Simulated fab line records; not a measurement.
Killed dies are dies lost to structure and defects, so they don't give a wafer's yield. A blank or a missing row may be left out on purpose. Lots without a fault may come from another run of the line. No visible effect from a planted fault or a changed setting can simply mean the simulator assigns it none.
fab line records + flow nand_harc
record:
- lots: 13
- wafers: 39
- last_day: 23
route steps=1159 shown A_STAIRCASE@596 A_BONDPAD@1084 THIN_TSV@1120 END@1159
lots with no fault: from the same line, run without faults
start_h: hours from the record's opening day to when the first of the lot's shown wafers began + wait_h: how many hours have passed since the lot's step before this one + " identical to the entry in the row above + L1.1+2: one row covering several wafers at once + - no value, or no start given + * or withheld: withheld + < > ~ a bound
route shown NAME@n: NAME is a module with steps in the file, n the number in the route of the first one + usual: mean/standard deviation taken from wafers without a fault + same: alike in all rows + chamber/n: place in a boat + sites: readings site by site + _std_site: standard deviation of those values + _edge_site: mean of outer sites minus mean of inner sites + radius_mm: how far each site lies from the wafer's centre + mask NAME#n: copy n + behind: tool/chamber where the wafer was last shaped + hold: cause of the lot's hold/its duration in hours/its outcome + device: the n, p or np transistor that did not switch + end of line: tests of these same wafers at the route's end + for a step that has no rows: nothing shown but its recipe + killed: not the wafer's yield, but the dies lost to structure and defects at the first sort + map: the dies of a wafer, with x for killed, . for not killed, _ for no die there
set.NAME: the setting as run; set.NAME@STEP: as run at that earlier step + model.NAME: the simulator's own value behind a step, which no gauge read
one table for each step of the route and one row for each wafer, over a sample of lots
services: a tool's chamber out of use, with start hour (start_h, from the record's first day; less than 0 if before it), hours out, and reason
== steps ==
step: NHARC_A_STAIRCASE_TRIM_202
recipe:
- time_s: 211.2
- o2_flow_sccm: 500
- ar_flow_sccm: 0
- bias_w: 0
- chemistry: O2
usual:
- drypump_motor_current_A: 5.6/0.4
- oes_product_au: 1.002/0.0074
- rf_vpp_V: 57.7/0.94
- showerhead_plenum_p_Torr: 3.53/0.16
- throttle_valve_pct: 17.037/0.0094
| lot.wafer | tool        | chamber | start_h | wait_h | drypump_motor_current_A | oes_product_au | rf_hours_counter_h | rf_vpp_V | showerhead_plenum_p_Torr | throttle_valve_pct |
|-----------|-------------|---------|---------|--------|-------------------------|----------------|--------------------|----------|--------------------------|--------------------|
| L389.3    | rie_diel-05 | 2       | 228.02  | -      | 5.3                     | 0.992          | 19                 | 58.2     | 3.57                     | 17.028             |
| L389.5    | "           | 2       | "       | "      | 5.3                     | 0.996          | -                  | 58.2     | 3.57                     | 17.036             |
| L389.6    | "           | 3       | "       | "      | 5.0                     | 0.999          | -                  | 59.3     | 3.47                     | 17.046             |
| L392.2    | rie_diel-01 | 1       | 250.15  | -      | 6.0                     | 1.006          | 47                 | 56.9     | 3.67                     | 17.041             |
| L392.3    | "           | 3       | "       | "      | 5.1                     | 0.998          | 45                 | 57.7     | 3.30                     | 17.037             |
| L392.5    | "           | 1       | "       | "      | 6.0                     | 1.002          | -                  | 59.7     | 3.67                     | 17.032             |
| L390.3    | rie_diel-10 | 0       | 250.18  | -      | 5.3                     | 1.002          | 25                 | 58.6     | 3.35                     | 17.029             |
| L390.2    | "           | 2       | "       | "      | 6.1                     | 1.001          | 22                 | 58.4     | 3.71                     | 17.057             |
| L390.5    | "           | 0       | "       | "      | 5.3                     | 1.008          | -                  | 56.6     | 3.35                     | 17.030             |
| L391.2    | rie_diel-01 | 2       | 254.90  | -      | 5.4                     | 1.005          | 49                 | 57.5     | 3.36                     | 17.027             |
| L391.5    | "           | 0       | "       | "      | 5.5                     | 0.998          | -                  | 58.3     | 3.40                     | 17.035             |
| L391.6    | "           | 1       | "       | "      | 6.0                     | 0.991          | -                  | 58.3     | 3.67                     | 17.028             |
| L393.3    | rie_diel-05 | 2       | 268.68  | -      | 5.3                     | 0.999          | 32                 | 59.6     | 3.56                     | 17.033             |
| L393.2    | "           | 3       | "       | "      | 5.0                     | 1.004          | 30                 | 55.9     | 3.46                     | 17.039             |
| L393.6    | "           | 3       | "       | "      | 5.0                     | 1.006          | -                  | 57.0     | 3.46                     | 17.029             |
| L394.1    | rie_diel-10 | 3       | 269.02  | -      | 5.3                     | 1.009          | 30                 | 58.1     | 3.66                     | 17.042             |
| L394.4    | "           | 0       | "       | "      | 5.2                     | 1.011          | 30                 | 57.4     | 3.35                     | 17.040             |
| L394.6    | "           | 1       | "       | "      | 5.4                     | 0.999          | -                  | 57.5     | 3.79                     | 17.035             |
| L395.2    | rie_diel-10 | 1       | 284.00  | -      | 5.4                     | 0.994          | 32                 | 57.3     | 3.79                     | 17.039             |
| L395.4    | "           | 2       | "       | "      | 6.1                     | 1.005          | 32                 | 58.9     | 3.71                     | 17.037             |
| L395.5    | "           | 0       | "       | "      | 5.2                     | 1.012          | -                  | 57.6     | 3.35                     | 17.027             |
| L397.4    | rie_diel-05 | 1       | 289.96  | -      | 6.0                     | 0.995          | 40                 | 59.0     | 3.51                     | 17.047             |
| L397.3    | "           | 3       | "       | "      | 5.0                     | 0.999          | 37                 | 57.3     | 3.45                     | 17.034             |
| L397.2    | "           | 0       | "       | "      | 6.1                     | 0.999          | 43                 | 57.1     | 3.27                     | 17.025             |
| L400.1    | rie_diel-10 | 2       | 317.42  | -      | 6.1                     | 1.021          | 46                 | 57.0     | 3.70                     | 17.046             |
| L400.3    | "           | 3       | "       | "      | 5.3                     | 1.021          | 48                 | 58.4     | 3.65                     | 17.043             |
| L400.6    | "           | 2       | "       | "      | 6.1                     | 1.016          | -                  | 58.5     | 3.70                     | 17.031             |
| L403.1    | rie_diel-10 | 3       | 322.81  | -      | 5.3                     | 1.005          | 50                 | 58.8     | 3.65                     | 17.043             |
| L403.4    | "           | 0       | "       | "      | 5.3                     | 1.001          | 50                 | 58.4     | 3.34                     | 17.016             |
| L403.2    | "           | 2       | "       | "      | 6.1                     | 0.991          | 49                 | 59.1     | 3.70                     | 17.025             |
| L402.1    | rie_diel-05 | 3       | 322.88  | -      | 5.0                     | 1.013          | 45                 | 58.2     | 3.45                     | 17.052             |
| L402.3    | "           | 1       | "       | "      | 6.0                     | 0.993          | 54                 | 59.7     | 3.50                     | 17.031             |
| L402.5    | "           | 2       | "       | "      | 5.3                     | 0.999          | -                  | 57.5     | 3.55                     | 17.017             |
| L404.4    | rie_diel-05 | 3       | 335.88  | -      | 5.0                     | 0.988          | 51                 | 56.8     | 3.45                     | 17.039             |
| L404.2    | "           | 1       | "       | "      | 6.0                     | 0.992          | 60                 | 57.1     | 3.50                     | 17.033             |
| L404.5    | "           | 3       | "       | "      | 5.0                     | 1.002          | -                  | 58.1     | 3.45                     | 17.044             |
| L407.3    | rie_diel-10 | 2       | 350.36  | -      | 6.1                     | 1.018          | 59                 | 57.4     | 3.69                     | 17.040             |
| L407.4    | "           | 0       | "       | "      | 5.3                     | 1.005          | 61                 | 56.1     | 3.34                     | 17.040             |
| L407.1    | "           | 1       | "       | "      | 5.5                     | 0.991          | 60                 | 58.8     | 3.77                     | 17.036             |
step: NHARC_A_BONDPAD_PVD_17
recipe:
- target_thk_a: 50
- bias_v: 168.6
- power_w: 15000
- chamber_pressure_pa: 0.12
- time_s: 8.06
- substrate_temp_c: 50
- material: TaN
usual:
- throttle_valve_pct: 29.9/0.89
| lot.wafer | tool           | chamber | start_h | wait_h | throttle_valve_pct |
|-----------|----------------|---------|---------|--------|--------------------|
| L389.3    | pvd_sputter-03 | -       | -       | -      | 30.4               |
| L389.5    | "              | -       | "       | "      | 30.3               |
| L389.6    | "              | -       | "       | "      | 31.9               |
| L390.3    | pvd_sputter-01 | -       | -       | -      | 29.4               |
| L390.2    | "              | -       | "       | "      | 29.2               |
| L390.5    | "              | -       | "       | "      | 29.4               |
| L392.3    | pvd_sputter-02 | -       | -       | -      | 28.6               |
| L392.2    | "              | -       | "       | "      | 29.5               |
| L392.5    | "              | -       | "       | "      | 28.5               |
| L391.2    | pvd_sputter-01 | -       | -       | -      | 29.8               |
| L391.6    | "              | -       | "       | "      | 29.4               |
| L391.5    | "              | -       | "       | "      | 30.8               |
| L393.2    | pvd_sputter-01 | -       | -       | -      | 30.6               |
| L393.3    | "              | -       | "       | "      | 29.1               |
| L393.6    | "              | -       | "       | "      | 29.4               |
| L394.1    | pvd_sputter-03 | -       | -       | -      | 32.4               |
| L394.4    | "              | -       | "       | "      | 31.9               |
| L394.6    | "              | -       | "       | "      | 29.8               |
| L395.2    | pvd_sputter-01 | -       | -       | -      | 30.4               |
| L395.4    | "              | -       | "       | "      | 29.5               |
| L395.5    | "              | -       | "       | "      | 30.6               |
| L397.4    | pvd_sputter-02 | -       | -       | -      | 29.6               |
| L397.3    | "              | -       | "       | "      | 28.5               |
| L397.2    | "              | -       | "       | "      | 30.1               |
| L403.4    | pvd_sputter-02 | -       | -       | -      | 30.2               |
| L403.1    | "              | -       | "       | "      | 29.6               |
| L403.2    | "              | -       | "       | "      | 28.4               |
| L400.3    | pvd_sputter-02 | -       | -       | -      | 30.1               |
| L400.1    | "              | -       | "       | "      | 29.3               |
| L400.6    | "              | -       | "       | "      | 30.1               |
| L402.1    | pvd_sputter-02 | -       | -       | -      | 28.8               |
| L402.3    | "              | -       | "       | "      | 30.2               |
| L402.5    | "              | -       | "       | "      | 29.7               |
| L404.2    | pvd_sputter-03 | -       | -       | -      | 29.8               |
| L404.4    | "              | -       | "       | "      | 32.0               |
| L404.5    | "              | -       | "       | "      | 30.5               |
| L407.3    | pvd_sputter-01 | -       | -       | -      | 30.1               |
| L407.1    | "              | -       | "       | "      | 29.9               |
| L407.4    | "              | -       | "       | "      | 30.0               |
step: NHARC_THIN_TSV_ETCH_15
recipe:
- target_depth_a: 30000
- bosch_target_overetch_cycles: 2
- bosch_etch_step_s: 2.8
- bosch_dep_step_s: 1.2
- bosch_cycles: 14
usual:
- drypump_motor_current_A: 5.8/0.55
| lot.wafer | tool      | chamber | start_h | wait_h | drypump_motor_current_A | rf_hours_counter_h |
|-----------|-----------|---------|---------|--------|-------------------------|--------------------|
| L389.3    | rie_si-02 | 1       | 427.62  | -      | 6.6                     | 0.3                |
| L389.6    | "         | 1       | "       | "      | 6.6                     | -                  |
| L389.5    | "         | 2       | "       | "      | 6.0                     | -                  |
| L390.2    | rie_si-01 | 0       | 430.09  | -      | 6.2                     | 1.0                |
| L390.3    | "         | 1       | "       | "      | 5.1                     | 1.1                |
| L390.5    | "         | 1       | "       | "      | 5.1                     | -                  |
| L392.3    | rie_si-02 | 3       | 431.34  | -      | 5.3                     | 0.2                |
| L392.2    | "         | 1       | "       | "      | 6.6                     | 0.4                |
| L392.5    | "         | 2       | "       | "      | 6.0                     | -                  |
| L391.2    | rie_si-01 | 3       | 434.98  | -      | 5.1                     | 1.3                |
| L391.6    | "         | 1       | "       | "      | 5.1                     | -                  |
| L391.5    | "         | 2       | "       | "      | 5.6                     | -                  |
| L393.3    | rie_si-06 | 1       | 451.41  | -      | 5.0                     | 0.7                |
| L393.2    | "         | 0       | "       | "      | 6.7                     | 0.6                |
| L393.6    | "         | 1       | "       | "      | 5.0                     | -                  |
| L394.1    | rie_si-02 | 0       | 463.05  | -      | 5.5                     | 0.5                |
| L394.4    | "         | 3       | "       | "      | 5.3                     | 0.4                |
| L394.6    | "         | 1       | "       | "      | 6.6                     | -                  |
| L395.2    | rie_si-02 | 2       | 482.78  | -      | 6.0                     | 0.7                |
| L395.4    | "         | 3       | "       | "      | 5.3                     | 0.6                |
| L395.5    | "         | 0       | "       | "      | 5.4                     | -                  |
| L397.2    | rie_si-02 | 0       | 486.19  | -      | 5.5                     | 0.9                |
| L397.3    | "         | 1       | "       | "      | 6.6                     | 1.0                |
| L397.4    | "         | 2       | "       | "      | 6.0                     | 0.8                |
| L403.2    | rie_si-02 | 0       | 502.29  | -      | 5.5                     | 1.1                |
| L403.1    | "         | 1       | "       | "      | 6.6                     | 1.2                |
| L403.4    | "         | 2       | "       | "      | 6.0                     | 0.9                |
| L402.3    | rie_si-01 | 0       | 503.50  | -      | 6.3                     | 0.2                |
| L402.1    | "         | 3       | "       | "      | 5.2                     | 0.2                |
| L402.5    | "         | 0       | "       | "      | 6.3                     | -                  |
| L400.3    | rie_si-06 | 2       | 504.71  | -      | 5.9                     | 1.3                |
| L400.1    | "         | 0       | "       | "      | 6.7                     | 1.2                |
| L400.6    | "         | 2       | "       | "      | 5.9                     | -                  |
| L404.2    | rie_si-06 | 3       | 531.21  | -      | 5.8                     | 1.5                |
| L404.4    | "         | 0       | "       | "      | 6.7                     | 1.3                |
| L404.5    | "         | 2       | "       | "      | 5.9                     | -                  |
| L407.3    | rie_si-01 | 2       | 542.57  | -      | 5.6                     | 0.4                |
| L407.1    | "         | 3       | "       | "      | 5.1                     | 0.5                |
| L407.4    | "         | 0       | "       | "      | 6.3                     | 0.5                |
step: NHARC_THIN_TSV_DEGAS_49
recipe:
- temp_c: 300
- time_s: 120
usual:
- heater_power_w: 444/38
| lot.wafer | tool           | chamber | start_h | wait_h | heater_power_w |
|-----------|----------------|---------|---------|--------|----------------|
| L389.3    | pvd_sputter-01 | -       | 429.83  | 0.1    | 375            |
| L389.6    | "              | -       | "       | "      | 380            |
| L389.5    | "              | -       | "       | "      | 433            |
| L390.2    | pvd_sputter-01 | -       | 432.05  | 0.1    | 444            |
| L390.3    | "              | -       | "       | "      | 376            |
| L390.5    | "              | -       | "       | "      | 455            |
| L392.2    | pvd_sputter-02 | -       | 433.43  | 0.1    | 430            |
| L392.3    | "              | -       | "       | "      | 406            |
| L392.5    | "              | -       | "       | "      | 391            |
| L391.2    | pvd_sputter-01 | -       | 436.91  | 0.1    | 469            |
| L391.6    | "              | -       | "       | "      | 464            |
| L391.5    | "              | -       | "       | "      | 453            |
| L393.2    | pvd_sputter-02 | -       | 453.37  | 0.1    | 428            |
| L393.3    | "              | -       | "       | "      | 389            |
| L393.6    | "              | -       | "       | "      | 439            |
| L394.1    | pvd_sputter-01 | -       | 465.02  | 0.1    | 467            |
| L394.4    | "              | -       | "       | "      | 457            |
| L394.6    | "              | -       | "       | "      | 428            |
| L395.4    | pvd_sputter-01 | -       | 484.74  | 0.1    | 425            |
| L395.2    | "              | -       | "       | "      | 458            |
| L395.5    | "              | -       | "       | "      | 468            |
| L397.4    | pvd_sputter-01 | -       | 489.36  | 0.1    | 453            |
| L397.2    | "              | -       | "       | "      | 427            |
| L397.3    | "              | -       | "       | "      | 466            |
| L403.2    | pvd_sputter-02 | -       | 504.55  | 0.1    | 383            |
| L403.4    | "              | -       | "       | "      | 428            |
| L403.1    | "              | -       | "       | "      | 439            |
| L402.3    | pvd_sputter-01 | -       | 505.69  | 0.1    | 442            |
| L402.1    | "              | -       | "       | "      | 387            |
| L402.5    | "              | -       | "       | "      | 424            |
| L400.3    | pvd_sputter-01 | -       | 506.97  | 0.1    | 432            |
| L400.1    | "              | -       | "       | "      | 467            |
| L400.6    | "              | -       | "       | "      | 430            |
| L404.4    | pvd_sputter-03 | -       | 533.17  | 0.1    | 504            |
| L404.2    | "              | -       | "       | "      | 424            |
| L404.5    | "              | -       | "       | "      | 477            |
| L407.3    | pvd_sputter-02 | -       | 545.45  | 0.1    | 475            |
| L407.4    | "              | -       | "       | "      | 415            |
| L407.1    | "              | -       | "       | "      | 391            |
step: NHARC_END_SORT_01
recipe:
- temp_c: 25
usual:
- killed_at_array: 28/8.9
- killed_at_other: 0.8/1.2
- killed_at_periphery: 3.3/2.3
- killed_dies: 32/9.4
- killed_open: 3.2/1.8
- killed_short: 1.9/1.4
same:
- gross_dies: 677
| lot.wafer | tool      | chamber | start_h | wait_h | killed_at_array | killed_at_other | killed_at_periphery | killed_dies | killed_open | killed_short |
|-----------|-----------|---------|---------|--------|-----------------|-----------------|---------------------|-------------|-------------|--------------|
| L407.1    | prober-01 | 0       | 559.67  | 2.5    | 37              | 1               | 2                   | 40          | 4           | 4            |
| L407.3    | prober-01 | 0       | 561.26  | 3.1    | 138             | 0               | 1                   | 139         | 2           | 1            |
| L407.4    | prober-01 | 0       | 562.06  | 3.4    | 43              | 1               | 2                   | 46          | 3           | 5            |
killed by level:class
L407.1 A_CHANNEL_HOLE_D1:chamber_film_flake=8 A_SLIT:chamber_film_flake=8 A_STAIRCASE:chamber_film_flake=7 A_CONTACT:chamber_film_flake=3 A_M0:chamber_film_flake=3 A_SOURCE_PLATE:geometric_particle:short=2 A_SOURCE_PLATE:geometric_particle:open=1 A_SGD_CUT:geometric_particle:short=1
L407.3 A_STAIRCASE:unspecified=108 A_SLIT:chamber_film_flake=19 A_CHANNEL_HOLE_D1:chamber_film_flake=5 A_STAIRCASE:chamber_film_flake=3 P_CONTACT:geometric_particle:open=1 A_WL_FILL:geometric_particle:open=1 A_M0:geometric_particle:short=1 A_M0:chamber_film_flake=1
L407.4 A_SLIT:chamber_film_flake=17 A_CHANNEL_HOLE_D1:chamber_film_flake=11 A_STAIRCASE:chamber_film_flake=3 A_CONTACT:chamber_film_flake=3 A_SOURCE_PLATE:geometric_particle:short=2 A_M0:chamber_film_flake=2 P_CONTACT:geometric_particle:short=1 A_SOURCE_PLATE:geometric_particle:open=1
== services ==
| tool           | chamber | start_h | hours | kind   |
|----------------|---------|---------|-------|--------|
| rie_si-02      | -       | 211.00  | 9.0   | pm     |
| rie_diel-05    | 3       | 211.75  | 6.3   | repair |
| pvd_sputter-02 | -       | 214.00  | 10.0  | pm     |
| rie_si-01      | 3       | 220.13  | 3.3   | repair |
| pvd_sputter-02 | -       | 226.61  | 1.8   | repair |
| rie_diel-05    | 3       | 238.27  | 3.0   | repair |
| pvd_sputter-01 | -       | 251.84  | 2.1   | repair |
| pvd_sputter-01 | -       | 254.84  | 3.1   | repair |
| pvd_sputter-01 | -       | 336.01  | 10.0  | pm     |
| rie_diel-05    | -       | 340.75  | 9.0   | pm     |
| rie_diel-10    | -       | 353.50  | 9.0   | pm     |
| pvd_sputter-01 | -       | 378.20  | 1.3   | repair |
| rie_si-02      | -       | 388.00  | 9.0   | pm     |
| pvd_sputter-02 | -       | 392.00  | 10.0  | pm     |
| rie_diel-10    | 2       | 423.51  | 3.3   | repair |
| pvd_sputter-01 | -       | 426.35  | 1.9   | repair |
| pvd_sputter-02 | -       | 434.43  | 1.3   | repair |
| pvd_sputter-02 | -       | 456.78  | 1.3   | repair |
| rie_diel-10    | 0       | 463.85  | 7.3   | repair |
| pvd_sputter-02 | -       | 495.71  | 1.8   | repair |
| pvd_sputter-01 | -       | 514.01  | 10.0  | pm     |
| rie_diel-05    | -       | 517.82  | 9.0   | pm     |
| rie_si-02      | 0       | 526.54  | 19.9  | repair |
| rie_diel-10    | -       | 530.52  | 9.0   | pm     |
== key ==
first_sign:
- step: NHARC_END_SORT_01
- reading: killed_at_array
- direction: up
- sigmas: 12
- usual: 28
- struck: 138
effect:
- step: NHARC_END_SORT_01
- reading: killed_dies
- direction: up
- sigmas: 11
- usual: 32
- struck: 139
more_kills_born_at:
- NHARC_A_STAIRCASE_TRIM_202@rie_diel-10: 106
met_at NHARC_A_STAIRCASE_TRIM_202
struck_lots L407
struck_wafers L407.3
tester_left_out L407
not_acting_at NHARC_A_BONDPAD_PVD_17,NHARC_THIN_TSV_ETCH_15,NHARC_THIN_TSV_DEGAS_49
onset_between 322.81 350.36
fault:
- kind: chamber_particle_source
- tool: rie_diel-10
- chamber: 2
- onset_h: 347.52
- steps: NHARC_A_STAIRCASE_TRIM_202
- rate_per_visit_cm2: 2.2294
- end_h: 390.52
tester_left_out: of these lots the tester's yield and bins aren't shown, on N5 and GAA mostly nor the transistor test; their killed dies are dies lost to structure and defects alone, not to doping, threshold or leakage, so they don't give the yield
